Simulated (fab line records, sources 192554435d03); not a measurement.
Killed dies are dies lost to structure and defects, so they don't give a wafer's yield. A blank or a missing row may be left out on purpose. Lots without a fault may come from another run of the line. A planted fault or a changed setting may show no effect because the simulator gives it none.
fab line records | flow n5_finfet
record lots=6 wafers=17 last_day=19
route steps=1938 shown MOL_CONTACT_COAG@630 BEOL_M0_SAQP@632 BEOL_M4@1111 PASSIVATION@1936
lots that met no fault: from a run of the same line without faults
start_h: hours from the record's first day to the start of the lot's first wafer shown | wait_h: hours since the lot's step before | " the same as in the row above | L1.1+2: a row that stands for several wafers | - no value, or no start given | * or withheld: withheld | < > ~ a bound
route shown NAME@n: a module of which the file shows steps, and the number in the route of the first | usual: mean/standard deviation of fault-free wafers | same: alike in all rows | chamber/n: place in a boat | sites: the reading at each site | _std_site: their standard deviation | _edge_site: outer sites' mean less inner sites' | radius_mm: how far each site lies from the wafer's centre | mask NAME#n: copy n | behind: the tool/chamber that last shaped the wafer | hold: why the lot was held/for how many hours/how that ended | device: the transistor (n, p or np) that didn't switch | end of line: the same wafers' tests at the end of the route | a step without rows: its recipe alone | killed: dies lost to structure and defects at the first sort, not the wafer's yield | map: a wafer's dies, x killed, . not, _ none there
set.NAME: the setting as run; set.NAME@STEP: as run at that earlier step | model.NAME: the simulator's own value behind a step, which no gauge read
lots at some steps of the route; a table a step, a row a wafer
services: from which hour (start_h, from the record's first day; less than 0 if before it) a tool's chamber was out of use, for how many hours, and why
## steps
# step N5_MOL_CONTACT_COAG_INSPECT_97
# recipe inspect_instrument=darkfield mode=post_anneal
# usual raw_defect_count=49/24
# columns lot.wafer tool chamber start_h wait_h raw_defect_count
L485.2 defect_inspect-02 - 135.36 0.0 43
L485.4 " - " " 41
L485.5 " - " " 40
L491.1 defect_inspect-02 - 160.05 0.0 28
L491.2 " - " " 43
L491.6 " - " " 34
L492.2 defect_inspect-01 - 169.94 0.1 48
L492.3 " - " " 55
L492.5 " - " " 44
L494.4 defect_inspect-01 - 182.55 0.1 29
L494.5 " - " " 39
L494.6 " - " " 41
L496.4 defect_inspect-02 - 192.22 0.1 72
L496.6 " - " " 30
L505.1 defect_inspect-02 - 245.10 0.0 104
L505.2 " - " " 97
L505.6 " - " " 87
# step N5_BEOL_M0_SAQP_PECVD_00
# recipe material=SiCN target_thk_a=80 temp_c=withheld precursor=3MS/NH3 pressure_torr=3 rf_w=202 time_s=14
# step N5_BEOL_M0_SAQP_ILD_DEP_01
# recipe material=SiOC target_thk_a=454.19 temp_c=350 precursor=DEMS/O2 pressure_torr=5 rf_w=500 time_s=8.7
# step N5_BEOL_M0_SAQP_HM_DEP_02
# recipe material=TiN target_thk_a=120 temp_c=25 chamber_pressure_pa=0.49996
# usual throttle_valve_pct=30.2/0.73
# columns lot.wafer tool chamber start_h wait_h throttle_valve_pct
L485.2 pvd_sputter-02 - 138.23 2.5 29.9
L485.4 " - " " 29.7
L485.5 " - " " 31.6
L491.1 pvd_sputter-02 - 160.71 0.3 29.8
L491.2 " - " " 30.9
L491.6 " - " " 30.2
L492.2 pvd_sputter-01 - 172.88 2.6 30.9
L492.3 " - " " 29.2
L492.5 " - " " 30.8
L494.4 pvd_sputter-02 - 183.22 0.3 30.0
L494.5 " - " " 29.6
L494.6 " - " " 31.5
L496.4 pvd_sputter-02 - 193.12 0.6 31.8
L496.6 " - " " 31.7
L505.1 pvd_sputter-02 - 245.99 0.5 30.6
L505.2 " - " " 29.9
L505.6 " - " " 29.8
# step N5_BEOL_M0_SAQP_PECVD_03
# recipe material=SiCN target_thk_a=120 temp_c=withheld precursor=3MS/NH3 pressure_torr=3 rf_w=202 time_s=21.1
# usual showerhead_plenum_p_Torr=3.666/0.017 throttle_valve_pct=9.2/0.5
# columns lot.wafer tool chamber start_h wait_h showerhead_plenum_p_Torr throttle_valve_pct
L485.2 pecvd-04 1 138.35 0.1 3.673 9.9
L485.4 " 0 " " 3.664 9.7
L485.5 " 2 " " 3.673 8.5
L491.1 pecvd-02 2 160.83 0.1 3.688 8.9
L491.2 " 0 " " 3.666 8.8
L491.6 " 2 " " 3.680 8.7
L492.2 pecvd-04 0 173.01 0.1 3.667 9.5
L492.3 " 1 " " 3.674 9.9
L492.5 " 1 " " 3.670 9.6
L494.4 pecvd-01 1 183.35 0.1 3.661 9.8
L494.5 " 2 " " 3.638 9.1
L494.6 " 0 " " 3.662 9.2
L496.4 pecvd-04 1 193.25 0.1 3.661 9.8
L496.6 " 2 " " 3.674 8.6
L505.1 pecvd-02 2 246.11 0.1 3.675 8.8
L505.2 " 0 " " 3.676 8.7
L505.6 " 2 " " 3.698 9.0
# step N5_BEOL_M0_SAQP_PECVD_96
# recipe material=a-Si target_thk_a=450 temp_c=350 precursor=SiH4/He pressure_torr=3 rf_w=100 time_s=45.2
# usual heater_power_w=611/72 showerhead_plenum_p_Torr=5.67/0.065 throttle_valve_pct=18.5/0.98
# columns lot.wafer tool chamber start_h wait_h heater_power_w showerhead_plenum_p_Torr throttle_valve_pct
L485.2 pecvd-04 1 138.38 0.0 506 5.68 20.1
L485.4 " 0 " " 669 5.66 19.3
L485.5 " 2 " " 572 5.70 17.2
L491.1 pecvd-02 2 160.86 0.0 594 5.78 17.8
L491.2 " 0 " " 599 5.70 17.5
L491.6 " 2 " " 580 5.77 18.0
L492.2 pecvd-04 0 173.04 0.0 603 5.68 19.5
L492.3 " 1 " " 503 5.70 19.9
L492.5 " 1 " " 498 5.69 20.0
L494.4 pecvd-01 1 183.39 0.0 447 5.69 20.1
L494.5 " 2 " " 644 5.54 17.4
L494.6 " 0 " " 610 5.64 18.6
L496.4 pecvd-04 1 193.29 0.0 592 5.68 19.5
L496.6 " 2 " " 579 5.69 17.2
L505.1 pecvd-02 2 246.14 0.0 644 5.78 18.0
L505.2 " 0 " " 643 5.69 17.6
L505.6 " 2 " " 653 5.78 18.1
# step N5_BEOL_M0_SAQP_PECVD_97
# recipe material=SiNx target_thk_a=230 temp_c=350 precursor=SiH4/NH3/N2 pressure_torr=1.5 rf_w=300 time_s=19.9
# usual heater_power_w=535/77 showerhead_plenum_p_Torr=5.15/0.088 throttle_valve_pct=40.6/2.2
# columns lot.wafer tool chamber start_h wait_h heater_power_w showerhead_plenum_p_Torr throttle_valve_pct
L485.2 pecvd-04 1 138.43 0.0 500 5.17 43.5
L485.4 " 0 " " 603 5.13 42.3
L485.5 " 2 " " 459 5.17 37.6
L491.1 pecvd-02 2 160.91 0.0 535 5.29 38.8
L491.2 " 0 " " 497 5.17 38.4
L491.6 " 2 " " 515 5.30 39.2
L492.2 pecvd-04 0 173.09 0.0 626 5.13 42.4
L492.3 " 1 " " 433 5.15 43.9
L492.5 " 1 " " 442 5.17 43.8
L494.4 pecvd-01 1 183.43 0.0 427 5.16 43.9
L494.5 " 2 " " 585 4.97 38.8
L494.6 " 0 " " 485 5.08 40.6
L496.4 pecvd-04 1 193.33 0.0 475 5.16 43.9
L496.6 " 2 " " 506 5.18 37.4
L505.1 pecvd-02 2 246.18 0.0 588 5.30 39.6
L505.2 " 0 " " 504 5.19 38.6
L505.6 " 2 " " 594 5.29 39.8
# step N5_BEOL_M0_SAQP_PECVD_04
# recipe material=a-Si target_thk_a=600 temp_c=350 precursor=SiH4/He pressure_torr=3 rf_w=100 time_s=60.2
# step N5_BEOL_M0_SAQP_THK_MEAS_05
# usual thk_nm=60.2/1
# columns lot.wafer tool chamber start_h wait_h thk_nm
L485.2 film_metro-01 - 138.58 0.1 59.3
L485.4 " - " " 60.1
L485.5 " - " " 60.2
L491.1 film_metro-02 - 161.04 0.1 60.6
L491.2 " - " " 59.0
L491.6 " - " " 61.8
L492.2 film_metro-01 - 173.22 0.1 58.0
L492.3 " - " " 57.4
L492.5 " - " " 58.8
L494.4 film_metro-01 - 183.55 0.0 60.5
L494.5 " - " " 62.2
L494.6 " - " " 60.7
L496.4 film_metro-01 - 193.45 0.0 61.3
L496.6 " - " " 60.7
L505.1 film_metro-01 - 246.32 0.1 60.0
L505.2 " - " " 59.2
L505.6 " - " " 61.0
# step N5_BEOL_M0_SAQP_HM_DEP_111
# recipe material=SiO2 target_thk_a=120 temp_c=400 precursor=SiH4/N2O pressure_torr=0.75 rf_w=275 time_s=7.2
# usual heater_power_w=767/87 showerhead_plenum_p_Torr=8.19/0.16
# columns lot.wafer tool chamber start_h wait_h heater_power_w showerhead_plenum_p_Torr
L485.2 pecvd-02 1 138.61 0.0 828 8.25
L485.4 " 0 " " 742 8.22
L485.5 " 1 " " 817 8.23
L491.1 pecvd-04 2 161.08 0.0 721 8.22
L491.2 " 1 " " 700 8.19
L491.6 " 0 " " 854 8.15
L492.2 pecvd-02 2 173.26 0.0 716 8.44
L492.3 " 1 " " 875 8.26
L492.5 " 1 " " 861 8.26
L494.4 pecvd-04 0 183.61 0.1 797 8.13
L494.5 " 2 " " 693 8.24
L494.6 " 1 " " 612 8.20
L496.4 pecvd-01 1 193.51 0.1 624 8.19
L496.6 " 0 " " 681 8.05
L505.1 pecvd-04 0 246.36 0.0 786 8.15
L505.2 " 2 " " 726 8.21
L505.6 " 1 " " 717 8.20
# step N5_BEOL_M0_SAQP_COAT_81
# recipe resist=SOC temp_c=250 time_s=60 spin_rpm=1500 resist_thk_nm=100
# step N5_BEOL_M0_SAQP_COAT_82
# recipe resist=SiARC temp_c=220 time_s=60 spin_rpm=1500 resist_thk_nm=30
# usual heater_power_total_W=427.6/2.2 plate_temp_C=220.01/0.15 run_length_s=66.39/0.18 spin_speed_rpm=1500.1/0.93
# columns lot.wafer tool chamber start_h wait_h heater_power_total_W plate_temp_C run_length_s spin_speed_rpm
L485.2 litho_track-05 0 138.71 - 427.1 220.16 66.28 1500.9
L485.4 " 0 " " 428.7 220.11 66.28 1498.5
L485.5 " 0 " " 425.1 219.86 66.29 1500.2
L491.1 litho_track-03 0 161.16 - 424.6 220.32 66.59 1501.2
L491.2 " 0 " " 425.6 220.06 66.60 1500.1
L491.6 " 0 " " 429.7 220.39 66.84 1501.3
L492.2 litho_track-05 0 173.34 - 427.9 220.16 66.41 1501.5
L492.3 " 0 " " 427.1 220.21 66.41 1500.4
L492.5 " 0 " " 426.4 220.16 66.27 1501.3
L494.4 litho_track-05 0 183.67 - 428.9 219.77 66.56 1501.5
L494.5 " 0 " " 428.8 219.68 66.53 1499.1
L494.6 " 0 " " 524.6 - 49.76 1499.6
L496.4 litho_track-05 0 193.56 - 424.1 220.19 66.28 1500.0
L496.6 " 0 " " 525.3 - 49.77 1500.1
L505.1 litho_track-03 0 246.43 - 431.0 219.98 66.69 1501.2
L505.2 " 0 " " 429.3 219.90 66.65 1502.2
L505.6 " 0 " " 429.2 220.08 66.53 1501.4
# step N5_BEOL_M0_SAQP_COAT_08
# recipe resist=CAR-ArF spin_rpm=1500 resist_thk_nm=90
# step N5_BEOL_M4_RC_MEAS_101
# usual DIBL_N=36.5/2.2 DIBL_P=36.9/2.9 IOFF_N=0.17/0.044 IOFF_P=0.22/0.052 ION_N=671/16 ION_P=461/10 SS_N=71.6/0.73 SS_P=73.5/0.79 VT_N=250/4.1 VT_P=-250/4.1
# columns lot.wafer tool chamber start_h wait_h DIBL_N[mV/V] DIBL_P[mV/V] IOFF_N[nA/um] IOFF_P[nA/um] ION_N[uA/um] ION_P[uA/um] SS_N[mV/dec] SS_P[mV/dec] VT_N[mV] VT_P[mV]
L485.2 prober-01 0 207.15 0.2 35.7 35.7 0.15 0.22 662 462 70.8 73.3 251 -251
L485.4 " 0 " " 37.2 37.0 0.17 0.24 678 467 71.6 73.2 250 -248
L485.5 " 0 " " 36.6 36.8 0.17 0.23 672 456 71.5 73.6 248 -251
L491.1 prober-01 0 233.96 0.0 38.4 38.7 0.22 0.30 677 473 72.2 74.4 243 -245
L491.2 " 0 " " 39.4 39.3 0.21 0.30 680 469 72.2 74.0 245 -244
L491.6 " 0 " " 34.0 32.1 0.13 0.17 680 465 70.7 72.2 250 -254
L492.2 prober-02 0 252.93 0.2 39.9 42.9 0.25 0.29 687 461 72.6 75.1 242 -247
L492.3 " 0 " " 32.7 32.2 0.11 0.14 681 461 70.8 72.2 253 -256
L492.5 " 0 " " 36.3 38.0 0.16 0.20 672 455 71.3 74.1 249 -251
L494.4 prober-02 0 259.03 0.5 38.6 40.0 0.23 0.27 699 472 72.3 73.7 245 -246
L494.5 " 0 " " 37.7 37.5 0.20 0.23 671 457 72.1 74.2 247 -246
L494.6 " 0 " " 38.1 40.1 0.22 0.29 689 473 71.1 74.0 245 -243
L496.4 prober-02 0 269.03 0.5 34.5 34.9 0.13 0.18 662 460 71.5 73.4 253 -252
L496.6 " 0 " " 34.7 35.1 0.12 0.18 662 455 71.3 73.3 254 -257
L505.1 prober-01 0 340.34 0.0 39.0 41.7 0.23 0.29 690 480 73.1 74.8 244 -245
L505.2 " 0 " " 36.1 36.9 0.15 0.20 665 458 72.1 73.8 252 -250
L505.6 " 0 " " 36.4 37.6 0.15 0.21 662 450 71.4 73.3 248 -250
# step N5_PASSIVATION_PROBE_49
# usual defect_limited_yield=91.3/1.4 killed_at_M0_to_M3=36/10 killed_at_M4_up=13/5.4 killed_at_contacts=12/5.3 killed_at_front_end=39/10 killed_at_other=3.2/2.7 killed_dies=103/16 killed_open=68/13 killed_short=33/6.6 sort_bin_5_function=5.1/0.92 sort_bin_6_memory=3.3/0.68 sort_n_pass=1077/17 sort_yield_pct=91.2/1.4
# same gross_dies=1180 killed_at_back_side=0 sort_bin_4_leakage[%]=0 sort_bin_8_speed[%]=0
# columns lot.wafer tool chamber start_h wait_h defect_limited_yield[%] killed_at_M0_to_M3 killed_at_M4_up killed_at_contacts killed_at_front_end killed_at_other killed_dies killed_open killed_short sort_bin_5_function[%] sort_bin_6_memory[%] sort_n_pass sort_yield_pct[%]
L485.2 prober-01 - 324.72 0.1 90.6 38 17 10 42 4 111 80 29 5.6 3.6 1069 90.6
L485.4 prober-01 - 324.82 0.2 92.5 29 14 5 31 9 88 59 29 4.2 2.9 1092 92.5
L485.5 prober-01 - 324.87 0.2 92.3 29 13 11 32 6 91 58 31 4.2 3.3 1089 92.3
L491.1 prober-02 - 345.42 0.0 91.4 20 5 13 62 1 101 78 21 4.9 3.6 1079 91.4
L491.2 prober-02 - 345.47 0.1 91.5 31 12 6 50 1 100 59 38 5.0 3.2 1080 91.5
L491.6 prober-02 - 345.67 0.3 92.9 30 10 13 27 4 84 56 27 4.7 2.2 1096 92.9
L492.2 prober-01 - 351.64 0.1 90.9 30 15 17 43 2 107 68 37 6.1 2.6 1073 90.9
L492.3 prober-01 - 351.69 0.1 92.1 29 19 9 30 6 93 57 33 3.8 3.6 1087 92.1
L492.5 prober-01 - 351.79 0.2 91.5 37 15 22 25 1 100 66 32 5.1 3.3 1080 91.5
L494.4 prober-01 - 365.76 0.3 91.2 28 21 6 41 8 104 76 21 5.3 2.8 1076 91.2
L494.5 prober-01 - 365.81 0.4 89.7 53 20 21 26 2 122 74 45 5.9 4.1 1058 89.7
L494.6 prober-01 - 365.86 0.4 90.5 37 18 8 41 8 112 75 31 5.0 4.3 1068 90.5
L496.4 prober-02 - 374.97 0.2 92.0 37 23 7 27 0 94 64 28 4.6 3.2 1086 92.0
L496.6 prober-02 - 375.07 0.3 91.3 33 13 6 50 1 103 69 33 5.8 2.9 1077 91.3
# killed by level:class
L485.2 STI_FIN_REVEAL:geometric_particle:open=12 BEOL_M2:geometric_particle:open=12 BEOL_M4:geometric_particle:open=10 BEOL_M0_SAQP:geometric_particle:open=9 MOL_CONTACT_COAG:geometric_particle:open=8 FIN_SAQP:geometric_particle:open=7 STARTING-WAFER:geometric_particle:short=5 BEOL_M3:geometric_particle:open=5
L485.4 FIN_SAQP:geometric_particle:open=12 BEOL_M3:geometric_particle:short=6 BEOL_M3:geometric_particle:open=5 MOL_CONTACT_COAG:geometric_particle:open=5 BEOL_M0:geometric_particle:open=5 BEOL_M4:geometric_particle:open=4 DUMMY_GATE:geometric_particle:open=4 BEOL_M0_SAQP:geometric_particle:short=4
L485.5 FIN_SAQP:geometric_particle:open=9 MOL_CONTACT_COAG:geometric_particle:open=8 BEOL_M0_SAQP:geometric_particle:open=7 BEOL_M2:geometric_particle:open=6 FIN_SAQP:geometric_particle:short=5 DUMMY_GATE:geometric_particle:open=4 BEOL_M3:geometric_particle:short=4 STI_FIN_REVEAL:geometric_particle:open=3
L491.1 STI_FIN_REVEAL:geometric_particle:open=32 MOL_CONTACT_COAG:geometric_particle:open=11 STARTING-WAFER:geometric_particle:open=7 FIN_SAQP:geometric_particle:open=6 BEOL_M0_SAQP:geometric_particle:short=4 BEOL_M1:geometric_particle:open=4 BEOL_M2:geometric_particle:open=4 STI_FIN_REVEAL:geometric_particle:short=3
L491.2 STI_FIN_REVEAL:geometric_particle:open=13 BEOL_M0_SAQP:geometric_particle:short=9 FIN_SAQP:geometric_particle:open=8 FIN_SAQP:geometric_particle:short=6 STARTING-WAFER:geometric_particle:open=6 MOL_CONTACT_COAG:geometric_particle:open=5 BEOL_M0_SAQP:geometric_particle:open=5 BEOL_M1:geometric_particle:short=5
L491.6 MOL_CONTACT_COAG:geometric_particle:open=11 BEOL_M3:geometric_particle:open=7 FIN_SAQP:geometric_particle:open=6 BEOL_M0_SAQP:geometric_particle:short=6 FIN_SAQP:geometric_particle:short=5 BEOL_M5:geometric_particle:open=5 STI_FIN_REVEAL:geometric_particle:open=4 DUMMY_GATE:geometric_particle:open=4
L492.2 MOL_CONTACT_COAG:geometric_particle:open=11 FIN_SAQP:geometric_particle:short=9 FIN_SAQP:geometric_particle:open=9 BEOL_M2:geometric_particle:open=9 STI_FIN_REVEAL:geometric_particle:open=6 MOL_CONTACT_COAG:geometric_particle:short=6 BEOL_M0:geometric_particle:open=5 BEOL_M0_SAQP:geometric_particle:open=5
L492.3 MOL_CONTACT_COAG:geometric_particle:open=8 BEOL_M2:geometric_particle:open=8 FIN_SAQP:geometric_particle:short=6 BEOL_M0_SAQP:geometric_particle:short=6 BEOL_M4:geometric_particle:open=5 FIN_SAQP:geometric_particle:open=4 STI_FIN_REVEAL:geometric_particle:open=4 BEOL_M0_SAQP:geometric_particle:open=4
L492.5 MOL_CONTACT_COAG:geometric_particle:open=18 BEOL_M0_SAQP:geometric_particle:short=9 BEOL_M0:geometric_particle:open=7 BEOL_M2:geometric_particle:open=7 DUMMY_GATE:geometric_particle:open=6 BEOL_M0_SAQP:geometric_particle:open=6 BEOL_M4:geometric_particle:open=6 FIN_SAQP:geometric_particle:open=5
L494.4 BEOL_M4:geometric_particle:open=14 BEOL_M0_SAQP:geometric_particle:open=10 FIN_SAQP:geometric_particle:open=8 HKMG_FIN:area_etch=7 STI_FIN_REVEAL:geometric_particle:open=6 BEOL_M2:geometric_particle:open=5 BEOL_M3:geometric_particle:open=5 DUMMY_GATE:geometric_particle:open=4
L494.5 BEOL_M0_SAQP:geometric_particle:short=15 MOL_CONTACT_COAG:geometric_particle:open=12 FIN_SAQP:geometric_particle:open=11 BEOL_M0_SAQP:geometric_particle:open=11 BEOL_M3:geometric_particle:open=10 MOL_CONTACT_COAG:geometric_particle:short=9 BEOL_M2:geometric_particle:open=8 BEOL_M4:geometric_particle:open=6
L494.6 FIN_SAQP:geometric_particle:open=18 BEOL_M0_SAQP:geometric_particle:open=11 BEOL_M0_SAQP:geometric_particle:short=8 BEOL_M4:geometric_particle:open=8 MOL_CONTACT_COAG:geometric_particle:open=7 FIN_SAQP:geometric_particle:short=5 BEOL_M3:geometric_particle:open=5 BEOL_M2:geometric_particle:open=4
L496.4 BEOL_M1:geometric_particle:open=13 FIN_SAQP:geometric_particle:open=8 BEOL_M0_SAQP:geometric_particle:short=8 MOL_CONTACT_COAG:geometric_particle:open=7 BEOL_M0_SAQP:geometric_particle:open=7 BEOL_M4:geometric_particle:open=6 FIN_SAQP:geometric_particle:short=5 BEOL_M5:geometric_particle:open=5
L496.6 STI_FIN_REVEAL:geometric_particle:open=11 BEOL_M4:geometric_particle:open=9 FIN_SAQP:geometric_particle:open=8 DUMMY_GATE:geometric_particle:open=8 BEOL_M0_SAQP:geometric_particle:open=7 BEOL_M1:geometric_particle:open=7 GATE_CUT:geometric_particle:short=6 MOL_CONTACT_COAG:geometric_particle:open=5
## services
# columns tool chamber start_h hours kind
pecvd-02 - 114.96 5.5 pm
pecvd-04 - 125.96 1.0 repair
pvd_sputter-02 - 146.23 1.1 repair
pecvd-01 0 166.11 2.1 scheduled_down
pecvd-02 2 203.28 2.1 scheduled_down
pecvd-02 0 204.42 9.0 repair
pecvd-04 2 215.90 3.4 repair
pecvd-04 2 228.99 4.0 repair
pecvd-02 1 230.84 14.9 repair
pecvd-01 1 233.56 22.8 repair
## key
first_sign step=N5_BEOL_M0_SAQP_COAT_82 reading=run_length_s direction=down sigmas=94 usual=* struck=*
effect step=N5_BEOL_M0_SAQP_COAT_82 reading=heater_power_total_W direction=up sigmas=44 usual=* struck=*
met_at N5_BEOL_M0_SAQP_COAT_82
struck_wafers L494.6,L496.6
onset_between 173.34 183.67
fault kind=process_parameter_drift tool=litho_track-05 chamber=- onset_h=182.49 steps=N5_BEOL_M0_SAQP_COAT_82 channel=time_s offset=* shape=step end_h=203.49 scope=struck_wafers_only acts_in=* stated=*
